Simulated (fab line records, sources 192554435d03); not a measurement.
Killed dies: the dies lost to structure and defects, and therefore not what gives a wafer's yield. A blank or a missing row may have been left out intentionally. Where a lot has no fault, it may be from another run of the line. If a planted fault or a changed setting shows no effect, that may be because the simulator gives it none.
Matching of chambers + flow n5-finfet + 4 sister chambers for N5_BEOL_M8_STRIP_19 on rie-diel-04
The step strips in O2. 4 wafers are shown with their chamber, then 9 later ones without.

## WAFERS, EACH WITH ITS CHAMBER
| wafer  | chamber | drypump-motor-current-A (A) |
|--------|---------|-----------------------------|
| L081.2 | 1       | 5.4                         |
| L080.1 | 3       | 5.0                         |
| L080.2 | 2       | 5.7                         |
| L080.4 | 0       | 5.9                         |

## WAFERS WHOSE CHAMBER IS MISSING
| wafer  | drypump-motor-current-A (A) |
|--------|-----------------------------|
| L085.1 | 5.0                         |
| L085.3 | 5.4                         |
| L085.5 | 5.9                         |
| L086.1 | 5.7                         |
| L086.2 | 5.9                         |
| L086.3 | 5.0                         |
| L093.1 | 4.9                         |
| L093.2 | 5.7                         |
| L093.4 | 5.4                         |

## THE CHAMBER EACH PASSED THROUGH
| wafer  | from the rows above | in truth |
|--------|---------------------|----------|
| L085.1 | 3                   | 3        |
| L085.3 | 1                   | 1        |
| L085.5 | 0                   | 0        |
| L086.1 | 2                   | 2        |
| L086.2 | 0                   | 0        |
| L086.3 | 3                   | 3        |
| L093.1 | 3                   | 3        |
| L093.2 | 2                   | 2        |
| L093.4 | 1                   | 1        |
Correct placement for 9 of the 9. Can't be placed from these rows: 0. 0 placed wrongly.
How it was worked out, from the rows above alone: a wafer's distance from a chamber is the root of the sum, over the readings, of the square of ((its reading less the chamber's mean) divided by the reading's scatter). If the next closest chamber is less than 2 further off than the closest, the wafer can't be placed; otherwise it belongs to the closest. Each chamber's mean is taken over the wafers shown for it. The scatter: root of mean squared gap, hidden wafer to nearest shown wafer, with one shown wafer a chamber.
